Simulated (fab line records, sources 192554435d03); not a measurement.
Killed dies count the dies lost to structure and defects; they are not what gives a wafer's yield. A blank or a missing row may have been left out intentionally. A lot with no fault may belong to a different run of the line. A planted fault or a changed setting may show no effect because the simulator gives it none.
fab line records | flow n5_finfet
[record] lots = 4 | wafers = 12 | last_day = 17
route steps=1938 shown HKMG_FIN@411 BEOL_M4@1111 PASSIVATION@1936
lots that met no fault: taken from a fault-free run of the same line
start_h: hours from the record's opening day to when the first of the lot's shown wafers began | wait_h: time in hours since the lot's previous step | " as in the row above | L1.1+2: a row that stands for several wafers | - either no value or no given start | * or withheld: withheld | < > ~ a bound
route shown NAME@n: names a module that has steps shown in the file, with the first one's number in the route | usual: the fault-free wafers' mean and standard deviation | same: alike in all rows | chamber/n: place in a boat | sites: the reading at each site | _std_site: the values' standard deviation | _edge_site: the outer-site mean with the inner-site mean subtracted | radius_mm: how far each site lies from the wafer's centre | mask NAME#n: copy n | behind: the most recent tool/chamber to have shaped the wafer | hold: why the lot was held/for how many hours/how that ended | device: the transistor (n, p or np) that didn't switch | end of line: at the end of the route, the tests of the same wafers | where a step has no rows: the recipe by itself | killed: at the first sort, the dies lost to defects and structure; wafer yield is something else | map: dies across one wafer; x = killed, . = not, _ = none there
set.NAME: the setting the step ran with; set.NAME@STEP: the setting that earlier step ran with | model.NAME: the simulator's own value behind a step, which no gauge read
certain route steps with their lots: each step a table, each wafer a row
services: when a tool's chamber went out of use (start_h, in hours from the record's first day, below 0 if earlier), for how many hours, and the reason
[[steps]]
[step N5_HKMG_FIN_WET_ETCH_78]
[recipe] chemistry = dNH4OH | mix = 1:50 | temp_c = 25 | target = Al2O3 | stop_on = La2O3 | target_depth_nm = 4.5 | dry = ipa_marangoni | rinse_time_s = 30 | rinse_temp_c = 23
[step N5_HKMG_FIN_ALD_79]
[recipe] material = TiN | target_thk_a = 15 | temp_c = 400 | ald_precursor_family = TiCl4 | ald_co_reactant = NH3 | pulse_time_s = 1 | purge_time_s = 3 | co_reactant_purge_time_s = 2 | co_reactant_pulse_time_s = 2 | ald_cycles = 68 | pressure_torr = 3
[step N5_HKMG_FIN_CVD_62]
[recipe] material = a-Si | target_thk_a = 30 | temp_c = 500 | precursor = Si2H6 | pressure_torr = 1 | time_s = 20.8
[step N5_HKMG_FIN_RTA_80]
[recipe] temp_c = withheld | time_s = 2 | ambient = N2 | idle_temp_c = 600 | ramp_up_c_per_s = 150 | ramp_down_c_per_s = 60 | cool_to_c = 600
[step N5_HKMG_FIN_PRECLEAN_64]
[recipe] chemistry = dHF | time_s = 30 | temp_c = 25 | dilution = withheld
[step N5_HKMG_FIN_WET_ETCH_65]
[recipe] chemistry = TMAH | temp_c = 70 | conc_wt_pct = 5 | target = a-Si | stop_on = TiN | time_s = 49 | target_depth_nm = 3
[step N5_HKMG_FIN_WET_ETCH_81]
[recipe] chemistry = SC1 | target = TiN | stop_on = HfO2 | mix = 1:1:5 | temp_c = 60 | time_s = 57 | target_depth_nm = 6
[step N5_HKMG_FIN_WET_ETCH_82]
[recipe] chemistry = dHCl | mix = 1:10000 | temp_c = 25 | target = La2O3 | stop_on = HfO2 | target_depth_nm = 2 | dry = ipa_marangoni | rinse_time_s = 30 | rinse_temp_c = 23
[step N5_HKMG_FIN_ALD_36]
[recipe] material = TiN | target_thk_a = 10 | temp_c = 400 | ald_precursor_family = TiCl4 | ald_co_reactant = NH3 | pulse_time_s = 1 | purge_time_s = 3 | co_reactant_purge_time_s = 2 | co_reactant_pulse_time_s = 2 | ald_cycles = 47 | pressure_torr = 3
[step N5_HKMG_FIN_PWFM_ALD_03]
[recipe] material = TiN | target_thk_a = 20 | temp_c = 400 | ald_precursor_family = TiCl4 | ald_co_reactant = NH3 | pulse_time_s = 1 | purge_time_s = 3 | co_reactant_purge_time_s = 2 | co_reactant_pulse_time_s = 2 | ald_cycles = 91 | pressure_torr = 3
[step N5_HKMG_FIN_COAT_29]
[recipe] resist = SOC | temp_c = 250 | time_s = 60 | spin_rpm = 1500 | resist_thk_nm = 300
[step N5_HKMG_FIN_COAT_30]
[recipe] resist = SiARC | temp_c = 220 | time_s = 60 | spin_rpm = 1500 | resist_thk_nm = 35
[usual] resist_line_temp_C = 23.00/0.1 | spin_speed_rpm = 1499.9/1
lot.wafer | tool           | chamber | start_h | wait_h | resist_line_temp_C | spin_speed_rpm | model.SiARC_of_HKMG_FIN_COAT_30.thk_nm
L860.2    | litho_track-01 | 0       | 124.82  | -      | 22.95              | 1500.6         | 35
L860.3    | "              | 0       | "       | "      | 23.18              | 1499.6         | 35
L860.5    | "              | 0       | "       | "      | 23.20              | 1498.0         | 35
L864.1    | litho_track-01 | 0       | 148.21  | -      | 23.07              | 1613.7         | 33.8
L864.3    | "              | 0       | "       | "      | 23.07              | 1614.9         | 33.8
L864.5    | "              | 0       | "       | "      | 23.19              | 1612.5         | 33.8
L866.1    | litho_track-01 | 0       | 160.27  | -      | 22.92              | 1615.4         | 34
L866.5    | "              | 0       | "       | "      | 22.99              | 1614.0         | 34
L866.6    | "              | 0       | "       | "      | 22.87              | 1613.6         | 34
L872.2    | litho_track-05 | 0       | 196.06  | -      | 22.96              | 1499.3         | 35.2
L872.4    | "              | 0       | "       | "      | 22.91              | 1498.4         | 35.2
L872.6    | "              | 0       | "       | "      | 22.96              | 1498.9         | 35.2
[step N5_HKMG_FIN_COAT_06]
[recipe] resist = CAR-ArF | spin_rpm = 1500 | resist_thk_nm = 90
[step N5_HKMG_FIN_EBR_08]
[recipe] solvent = PGMEA | ebr_width_mm = 1.5
[step N5_HKMG_FIN_SOFTBAKE_07]
[recipe] temp_c = 110 | time_s = 60 | resist = CAR-ArF
[step N5_HKMG_FIN_EXPOSE_09]
[recipe] mask_id = NWFM | na = 1.35 | source_shape = conventional | sigma_outer = 0.8 | polarization = unpolarized | dose_mj = 39.25
[step N5_HKMG_FIN_PEB_10]
[recipe] peb_temp_c = withheld | peb_time_s = 60 | resist = CAR-ArF
[step N5_HKMG_FIN_DEVELOP_11]
[recipe] develop_time_s = 30 | developer = TMAH | resist = CAR-ArF | dev_temp_c = 23 | rinse_liquid = diw | dry = air_spin
[step N5_HKMG_FIN_DESCUM_17]
[recipe] chemistry = O2 | time_s = 7.9 | source_power_w = 50 | bias_power_w = 20 | pressure_mtorr = 20 | rf_frequency_hz = 2.712e+07 | temp_c = 40 | resist = CAR-ArF | o2_flow_sccm = 225
[step N5_HKMG_FIN_ETCH_31]
[recipe] chemistry = CF4 | target = SiARC | target_depth_a = 455 | mask_material = CAR-ArF | time_s = 75.8 | ion_energy_ev = 80 | pressure_mtorr = 40 | source_w = 545 | bias_w = 36 | Ar_flow_sccm = 100 | cf4_flow_sccm = 100 | ends = cleared
[usual] drypump_motor_current_A = 5.7/0.35 | etch_rf_on_time_s = 75.5/2.4 | oes_product_au = 0.67/0.066 | rf_vpp_V = 183.9/1.3 | showerhead_plenum_p_Torr = 2.14/0.065 | throttle_valve_pct = 15.66/0.27
lot.wafer | tool        | chamber | start_h | wait_h | drypump_motor_current_A | etch_rf_on_time_s | oes_product_au | rf_hours_counter_h | rf_vpp_V | showerhead_plenum_p_Torr | throttle_valve_pct | model.etch.depth_nm | model.CAR-ArF_of_HKMG_FIN_COAT_06.thk_nm
L860.2    | rie_diel-06 | 3       | 125.31  | 0.0    | 6.0                     | 74.9              | 0.68           | 93                 | 183.0    | 2.14                     | 15.41              | 35.04               | 50.6
L860.3    | "           | 1       | "       | "      | 5.7                     | 76.6              | 0.60           | 227                | 181.6    | 2.03                     | 15.92              | 35.09               | 51
L860.5    | "           | 0       | "       | "      | 6.0                     | 74.3              | 0.64           | -                  | 182.9    | 2.06                     | 16.00              | 35.03               | 50.6
L864.1    | rie_diel-06 | 0       | 148.58  | 0.0    | 6.0                     | 71.1              | 0.65           | 174                | 183.0    | 2.06                     | 16.01              | 33.8                | 52.2
L864.3    | "           | 3       | "       | "      | 6.0                     | 70.4              | 0.68           | 100                | 184.6    | 2.14                     | 15.42              | 33.83               | 52.4
L864.5    | "           | 1       | "       | "      | 5.7                     | 73.4              | 0.60           | -                  | 183.3    | 2.02                     | 15.94              | 33.87               | 52.2
L866.1    | rie_diel-06 | 1       | 160.76  | 0.0    | 5.7                     | 73.5              | 0.59           | 240                | 182.5    | 2.02                     | 15.96              | 33.9                | 52
L866.5    | "           | 0       | "       | "      | 6.1                     | 71.7              | 0.64           | -                  | 182.6    | 2.05                     | 16.03              | 33.95               | 52.2
L866.6    | "           | 3       | "       | "      | 6.0                     | 71.7              | 0.67           | -                  | 183.9    | 2.14                     | 15.43              | 33.99               | 52
L872.2    | rie_diel-06 | 0       | 196.42  | 0.0    | 6.0                     | 74.1              | 0.64           | 193                | 182.3    | 2.05                     | 16.07              | 35.16               | 50.6
L872.4    | "           | 3       | "       | "      | 6.0                     | 73.6              | 0.67           | -                  | 184.0    | 2.13                     | 15.47              | 35.15               | 50.6
L872.6    | "           | 2       | "       | "      | 5.3                     | 74.8              | 0.75           | -                  | 183.8    | 2.18                     | 15.39              | 35.18               | 50.4
[step N5_HKMG_FIN_ETCH_32]
[recipe] chemistry = N2/H2 | target = SOC | target_depth_a = 2400 | temp_c = 40 | time_s = 300 | ion_energy_ev = 200 | mask_material = SiARC | pressure_mtorr = 30 | source_w = 840 | bias_w = 150 | n2_flow_sccm = 200 | h2_flow_sccm = 200
[usual] drypump_motor_current_A = 5.7/0.35 | oes_product_au = 0.78/0.078 | rf_vpp_V = 523.7/2.5 | showerhead_plenum_p_Torr = 2.53/0.086 | throttle_valve_pct = 17.87/0.24
lot.wafer | tool        | chamber | start_h | wait_h | drypump_motor_current_A | oes_product_au | rf_hours_counter_h | rf_vpp_V | showerhead_plenum_p_Torr | throttle_valve_pct | model.SiARC_of_HKMG_FIN_COAT_30.thk_nm
L860.2    | rie_diel-06 | 3       | 125.36  | 0.0    | 6.0                     | 0.80           | 93                 | 524.2    | 2.56                     | 17.62              | 20.8
L860.3    | "           | 1       | "       | "      | 5.7                     | 0.70           | 227                | 518.5    | 2.40                     | 18.17              | 21.8
L860.5    | "           | 0       | "       | "      | 6.0                     | 0.76           | -                  | 519.4    | 2.42                     | 18.06              | 21
L864.1    | rie_diel-06 | 0       | 148.63  | 0.0    | 6.0                     | 0.75           | 174                | 522.3    | 2.42                     | 18.11              | 19.8
L864.3    | "           | 3       | "       | "      | 6.0                     | 0.80           | 100                | 524.5    | 2.55                     | 17.64              | 19.4
L864.5    | "           | 1       | "       | "      | 5.7                     | 0.70           | -                  | 520.9    | 2.40                     | 18.18              | 20.4
L866.1    | rie_diel-06 | 1       | 160.82  | 0.0    | 5.7                     | 0.69           | 240                | 518.9    | 2.40                     | 18.19              | 20.6
L866.5    | "           | 0       | "       | "      | 6.0                     | 0.74           | -                  | 519.5    | 2.42                     | 18.13              | 20
L866.6    | "           | 3       | "       | "      | 6.0                     | 0.80           | -                  | 525.5    | 2.55                     | 17.64              | 19.6
L872.2    | rie_diel-06 | 0       | 196.48  | 0.0    | 6.1                     | 0.74           | 193                | 521.0    | 2.41                     | 18.14              | 21.2
L872.4    | "           | 3       | "       | "      | 6.0                     | 0.78           | -                  | 524.0    | 2.54                     | 17.67              | 20.6
L872.6    | "           | 2       | "       | "      | 5.3                     | 0.87           | -                  | 524.9    | 2.58                     | 17.59              | 21.2
[step N5_HKMG_FIN_STRIP_33]
[recipe] chemistry = N2/H2 | temp_c = 40 | n2_flow_sccm = 200 | h2_flow_sccm = 200 | rf_frequency_hz = 6e+07
[step N5_BEOL_M4_RC_MEAS_101]
[usual] DIBL_N = 36.6/1.8 | DIBL_P = 37.1/2.1 | IOFF_N = 0.17/0.033 | IOFF_P = 0.23/0.039 | ION_N = 681/13 | ION_P = 467/8.7 | SS_N = 71.6/0.59 | SS_P = 73.4/0.63 | VT_N = 249/3.4 | VT_P = -249/3.7
lot.wafer | tool      | chamber | start_h | wait_h | DIBL_N[mV/V] | DIBL_P[mV/V] | IOFF_N[nA/um] | IOFF_P[nA/um] | ION_N[uA/um] | ION_P[uA/um] | SS_N[mV/dec] | SS_P[mV/dec] | VT_N[mV] | VT_P[mV]
L860.2    | prober-01 | 0       | 220.41  | 0.2    | 37.5         | 38.1         | 0.18          | 0.23          | 674          | 459          | 72.4         | 73.6         | 248      | -250
L860.3    | "         | 0       | "       | "      | 36.1         | 35.2         | 0.15          | 0.20          | 689          | 472          | 71.3         | 72.5         | 248      | -250
L860.5    | "         | 0       | "       | "      | 38.5         | 39.5         | 0.19          | 0.26          | 673          | 462          | 71.9         | 73.5         | 250      | -247
L864.1    | prober-02 | 0       | 244.37  | 0.1    | 35.6         | 36.9         | 0.16          | 0.25          | 679          | 470          | 71.5         | 74.0         | 248      | -245
L864.3    | "         | 0       | "       | "      | 33.0         | 34.5         | 0.12          | 0.21          | 666          | 470          | 70.5         | 73.2         | 250      | -246
L864.5    | "         | 0       | "       | "      | 35.6         | 37.3         | 0.16          | 0.26          | 689          | 474          | 71.4         | 73.5         | 249      | -243
L866.1    | prober-02 | 0       | 262.69  | 0.0    | 36.5         | 37.8         | 0.16          | 0.19          | 667          | 453          | 72.6         | 74.0         | 251      | -253
L866.5    | "         | 0       | "       | "      | 38.5         | 39.4         | 0.19          | 0.22          | 686          | 459          | 72.1         | 73.7         | 249      | -253
L866.6    | "         | 0       | "       | "      | 37.7         | 37.3         | 0.17          | 0.18          | 658          | 448          | 71.6         | 73.2         | 253      | -252
L872.2    | prober-02 | 0       | 291.31  | 0.2    | 36.6         | 37.9         | 0.16          | 0.27          | 672          | 473          | 71.5         | 73.5         | 251      | -244
L872.4    | "         | 0       | "       | "      | 36.2         | 36.4         | 0.16          | 0.25          | 689          | 479          | 72.0         | 72.4         | 249      | -244
L872.6    | "         | 0       | "       | "      | 37.1         | 38.6         | 0.18          | 0.28          | 678          | 472          | 71.1         | 73.1         | 248      | -243
[step N5_PASSIVATION_PROBE_49]
[usual] defect_limited_yield = 91.1/1.4 | killed_at_M0_to_M3 = 32/9.4 | killed_at_M4_up = 14/5.1 | killed_at_contacts = 11/5.5 | killed_at_front_end = 44/13 | killed_at_other = 4/3.2 | killed_dies = 104/16 | killed_open = 70/12 | killed_short = 33/7.8 | sort_bin_5_function = 5.1/0.91 | sort_bin_6_memory = 3.4/0.63 | sort_n_pass = 1075/16 | sort_yield_pct = 91.2/1.4
[same] gross_dies = 1180 | killed_at_back_side = 0 | sort_bin_4_leakage[%] = 0 | sort_bin_8_speed[%] = 0
lot.wafer | tool      | chamber | start_h | wait_h | defect_limited_yield[%] | killed_at_M0_to_M3 | killed_at_M4_up | killed_at_contacts | killed_at_front_end | killed_at_other | killed_dies | killed_open | killed_short | sort_bin_5_function[%] | sort_bin_6_memory[%] | sort_n_pass | sort_yield_pct[%]
L860.2    | prober-01 | -       | 326.80  | 0.1    | 92.6                    | 21                 | 15              | 22                 | 23                  | 6               | 87          | 61          | 26           | 4.8                    | 2.5                  | 1093        | 92.6
L860.3    | prober-01 | -       | 326.85  | 0.1    | 92.8                    | 38                 | 10              | 8                  | 26                  | 3               | 85          | 52          | 31           | 3.6                    | 3.3                  | 1095        | 92.8
L860.5    | prober-01 | -       | 326.95  | 0.2    | 91.6                    | 31                 | 9               | 10                 | 45                  | 4               | 99          | 72          | 27           | 4.8                    | 3.4                  | 1081        | 91.6
L864.1    | prober-02 | -       | 339.65  | 0.6    | 89.2                    | 29                 | 25              | 11                 | 62                  | 0               | 127         | 84          | 41           | 5.7                    | 4.5                  | 1053        | 89.2
L864.3    | prober-02 | -       | 339.75  | 0.7    | 90.0                    | 29                 | 16              | 11                 | 58                  | 4               | 118         | 75          | 43           | 5.4                    | 4.2                  | 1062        | 90.0
L864.5    | prober-02 | -       | 339.85  | 0.8    | 90.8                    | 25                 | 11              | 27                 | 44                  | 1               | 108         | 71          | 33           | 5.1                    | 3.5                  | 1072        | 90.8
L872.2    | prober-02 | -       | 396.06  | 0.1    | 94.0                    | 20                 | 11              | 11                 | 29                  | 0               | 71          | 51          | 20           | 3.2                    | 2.6                  | 1109        | 94.0
L872.4    | prober-02 | -       | 396.16  | 0.2    | 92.9                    | 33                 | 13              | 3                  | 34                  | 1               | 84          | 66          | 17           | 4.1                    | 3.0                  | 1096        | 92.9
L872.6    | prober-02 | -       | 396.26  | 0.3    | 92.2                    | 28                 | 6               | 15                 | 42                  | 1               | 92          | 54          | 38           | 5.3                    | 2.5                  | 1088        | 92.2
// killed by level:class
L860.2 MOL_CONTACT_COAG:geometric_particle:open=18 FIN_SAQP:geometric_particle:open=6 GATE_CUT:geometric_particle:short=5 MOL_CONTACT_COAG:geometric_particle:short=4 BEOL_M0_SAQP:geometric_particle:open=4 BEOL_M0_SAQP:geometric_particle:short=4 BEOL_M7:geometric_particle:open=4 DUMMY_GATE:geometric_particle:open=3
L860.3 BEOL_M0_SAQP:geometric_particle:short=12 BEOL_M0_SAQP:geometric_particle:open=8 FIN_SAQP:geometric_particle:open=7 MOL_CONTACT_COAG:geometric_particle:open=7 STI_FIN_REVEAL:geometric_particle:open=6 BEOL_M3:geometric_particle:open=6 BEOL_M1:geometric_particle:open=4 FIN_SAQP:geometric_particle:short=3
L860.5 FIN_SAQP:geometric_particle:open=16 BEOL_M0_SAQP:geometric_particle:open=10 FIN_SAQP:geometric_particle:short=8 MOL_CONTACT_COAG:geometric_particle:open=7 BEOL_M1:geometric_particle:open=6 GATE_CUT:geometric_particle:short=5 BEOL_M2:geometric_particle:open=5 BEOL_M4:geometric_particle:open=5
L864.1 BEOL_M4:geometric_particle:open=19 FIN_SAQP:geometric_particle:short=12 STI_FIN_REVEAL:geometric_particle:open=11 FIN_SAQP:geometric_particle:open=10 MOL_CONTACT_COAG:geometric_particle:open=10 GATE_CUT:geometric_particle:short=8 STARTING-WAFER:geometric_particle:open=7 BEOL_M0_SAQP:geometric_particle:short=6
L864.3 FIN_SAQP:geometric_particle:open=21 FIN_SAQP:geometric_particle:short=16 MOL_CONTACT_COAG:geometric_particle:open=9 BEOL_M2:geometric_particle:open=8 BEOL_M4:geometric_particle:open=8 BEOL_M0_SAQP:geometric_particle:short=6 STI_FIN_REVEAL:geometric_particle:open=5 BEOL_M1:geometric_particle:open=4
L864.5 MOL_CONTACT_COAG:geometric_particle:open=21 FIN_SAQP:geometric_particle:open=16 FIN_SAQP:geometric_particle:short=9 MOL_CONTACT_COAG:geometric_particle:short=6 BEOL_M3:geometric_particle:open=6 GATE_CUT:geometric_particle:short=5 BEOL_M0_SAQP:geometric_particle:open=5 BEOL_M1:geometric_particle:open=5
L872.2 MOL_CONTACT_COAG:geometric_particle:open=10 FIN_SAQP:geometric_particle:open=8 FIN_SAQP:geometric_particle:short=6 BEOL_M1:geometric_particle:open=6 ILD0:geometric_particle:open=4 ILD0:geometric_particle:short=4 BEOL_M0_SAQP:geometric_particle:open=4 BEOL_M4:geometric_particle:open=4
L872.4 FIN_SAQP:geometric_particle:open=12 BEOL_M2:geometric_particle:open=9 BEOL_M0_SAQP:geometric_particle:open=9 BEOL_M4:geometric_particle:open=6 BEOL_M3:geometric_particle:open=6 FIN_SAQP:geometric_particle:short=5 DUMMY_GATE:geometric_particle:open=5 BEOL_M0_SAQP:geometric_particle:short=5
L872.6 FIN_SAQP:geometric_particle:short=13 MOL_CONTACT_COAG:geometric_particle:open=12 FIN_SAQP:geometric_particle:open=8 BEOL_M3:geometric_particle:open=7 STI_FIN_REVEAL:geometric_particle:open=4 DUMMY_GATE:geometric_particle:short=4 BEOL_M0_SAQP:geometric_particle:open=4 BEOL_M2:geometric_particle:open=4
[[services]]
tool        | chamber | start_h | hours | kind
rie_diel-06 | 3       | 132.13  | 5.1   | repair
rie_diel-06 | 1       | 185.36  | -     | clean
rie_diel-06 | 1       | 185.36  | -     | consumable_replace:focus_ring
rie_diel-06 | 1       | 185.36  | -     | consumable_replace:showerhead
rie_diel-06 | 1       | 185.36  | 11.7  | scheduled_down
rie_diel-06 | 1       | 185.36  | 11.7  | vent_cycle
[[key]]
[first_sign] step = N5_HKMG_FIN_COAT_30 | reading = spin_speed_rpm | direction = up | sigmas = 99+ | usual = * | struck = *
effect none on later readings
[model_effect] step = N5_HKMG_FIN_COAT_30 | value = SiARC_of_HKMG_FIN_COAT_30.thk_nm | without = 35.13 | struck = 33.9
[model_effect] step = N5_HKMG_FIN_ETCH_31 | value = etch.depth_nm | without = 35.15 | struck = 33.89
[model_effect] step = N5_HKMG_FIN_ETCH_32 | value = SiARC_of_HKMG_FIN_COAT_30.thk_nm | without = 21.17 | struck = 19.97
met_at N5_HKMG_FIN_COAT_30
struck_wafers L864.1,L864.3,L864.5,L866.1,L866.5,L866.6
onset_between 124.82 148.21
[fault] kind = process_parameter_drift | tool = litho_track-01 | chamber = - | onset_h = 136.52 | steps = N5_HKMG_FIN_COAT_30 | channel = spin_rpm | offset = * | shape = step | end_h = 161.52 | acts_in = * | stated = *
